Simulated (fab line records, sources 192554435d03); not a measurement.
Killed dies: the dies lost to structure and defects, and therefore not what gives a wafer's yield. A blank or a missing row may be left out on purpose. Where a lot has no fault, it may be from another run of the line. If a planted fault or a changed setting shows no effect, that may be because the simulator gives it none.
A lot that was struck, set against a sound lot | flow n5Finfet | 16 out of 1938 route steps
Sound: the wafers L890.4, L890.5, L890.6. Struck: wafer L894.6. (L894.4 of the same lot was not struck and is left out.) The cause comes at the end.
Per side, at each step with rows, come the tool, then ch with its chambers, and then its first start. Under that, the readings that differ: sound wafers | struck wafers | difference of the means | sigmas: that difference in standard deviations of wafers without a fault.
alike: a reading whose means differ by less than 2 such deviations, as well as words and numbers matching on both sides. not compared: withheld readings; readings where some wafer has no value; bounds like >300 that might hide an equal value; numbers whose values overlap and for which the record gives no deviation.
The two part at a step that has a row with sigmas, a row that says differs or no value, or rows on one side only. When numbers do not overlap yet have no deviation, they are printed without sigmas and do not part them. A reading missing from all wafers of one side parts the sides only when that side holds two or more wafers.

first, 7 steps without rows for these wafers: N5_BEOL_M4_COAT_73 (time 60 s, resist thk 5 nm); N5_BEOL_M4_COAT_05 (resist thk 30 nm); N5_BEOL_M4_EBR_07; N5_BEOL_M4_SOFTBAKE_06 (time 60 s); N5_BEOL_M4_EXPOSE_08 (exposes mask M4); N5_BEOL_M4_PEB_09 (peb time 60 s); N5_BEOL_M4_DEVELOP_10 (develop time 30 s).
N5_BEOL_M4_CD_MEAS_11: target cd 16.79 nm.
  sound on cdSem-03 ch 0, day 8 07:15; struck on cdSem-03 ch 0, day 9 07:46
  alike: cdNm
N5_BEOL_M4_OVL_MEAS_12:
  sound on overlay-02 ch 0, day 8 07:17; struck on overlay-01 ch 0, day 9 07:49
  alike: M4_OVL
N5_BEOL_M4_INSPECT_13: inspects for defects (brightfield).
  sound: defectInspect-02 at day 8 07:20; struck: defectInspect-01 at day 9 07:52
  alike: rawDefectCount
N5_BEOL_M4_DESCUM_16: chemistry O2, time 7 s.
  sound on rieDiel-04 ch 1,2, day 8 07:22; struck on rieDiel-06 ch 0, day 9 07:53
  alike: drypumpMotorCurrentA, oesProductAu, rfVppV, showerheadPlenumPTorr, throttleValvePct
  not compared: rfHoursCounterH
N5_BEOL_M4_ETCH_74: etches underlayer in N2/H2, target depth 6.5 nm, time 5.2 s.
  sound on rieDiel-04 ch 1,2, day 8 07:24; struck on rieDiel-06 ch 0, day 9 07:56
  alike: drypumpMotorCurrentA, etchRfOnTimeS, oesProductAu, rfVppV, showerheadPlenumPTorr, throttleValvePct
  not compared: rfHoursCounterH
N5_BEOL_M4_ETCH_63: etches SiARC in CF4, target depth 15.6 nm, time 26 s.
  sound on rieDiel-04 ch 1,2, day 8 07:25; struck on rieDiel-06 ch 0, day 9 07:56
reading             | sound          | struck | difference | sigmas
etchRfOnTimeS (s)   | 24.9 26.0 24.7 | 19.7   | -5.5       | -9
oesProductAu (a.u.) | 0.75 0.59 0.75 | 0.84   | +0.14      | +2
  alike: cf4FlowSccm, drypumpMotorCurrentA, rfVppV, showerheadPlenumPTorr, throttleValvePct
  not compared: rfHoursCounterH
N5_BEOL_M4_ETCH_64: etches SOC in N2/H2, target depth 75 nm, overetch 22.5 nm, time 121.9 s.
  sound on rieDiel-04 ch 1,2, day 8 07:27; struck on rieDiel-06 ch 0, day 9 07:58
  alike: drypumpMotorCurrentA, oesProductAu, rfVppV, showerheadPlenumPTorr, throttleValvePct
  not compared: rfHoursCounterH
N5_BEOL_M4_RC_MEAS_101:
  sound on prober-02 ch 0, day 8 19:16; struck on prober-02 ch 0, day 9 17:32
reading        | sound          | struck | difference | sigmas
IOFF_P (nA/um) | 0.17 0.14 0.17 | 0.24   | +0.08      | +2
VT_P (mV)      | -256 -258 -254 | -244   | +12        | +3
  alike: DIBL_N, DIBL_P, IOFF_N, ION_N, ION_P, SS_N, SS_P, VT_N
-- record jumps: 4 days separate the struck wafers' starts on either side; left off in module BEOL_M4, taken up again in module PASSIVATION, whose first shown step is the route's number 1936 --
N5_PASSIVATION_PROBE_49:
  sound: prober-01 at day 13 05:38; struck: prober-01 at day 13 21:32
  alike: defectLimitedYield, killed_at_M0_to_M3, killed_at_M4_up, killedAtContacts, killedAtFrontEnd, killedAtOther, killedDies, killedOpen, killedShort, sort_bin_5_function, sort_bin_6_memory, sort_bin_8_speed, sortNPass, sortYieldPct

## WHERE THEY PART
Earliest at N5_BEOL_M4_ETCH_63; latest, in this record, at N5_BEOL_M4_RC_MEAS_101. Later steps at which nothing parts them and some readings are alike: N5_PASSIVATION_PROBE_49.

WHY: whatever the simulator had introduced
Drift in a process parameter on rieDiel-06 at N5_BEOL_M4_ETCH_63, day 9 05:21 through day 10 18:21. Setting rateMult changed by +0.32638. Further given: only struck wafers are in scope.
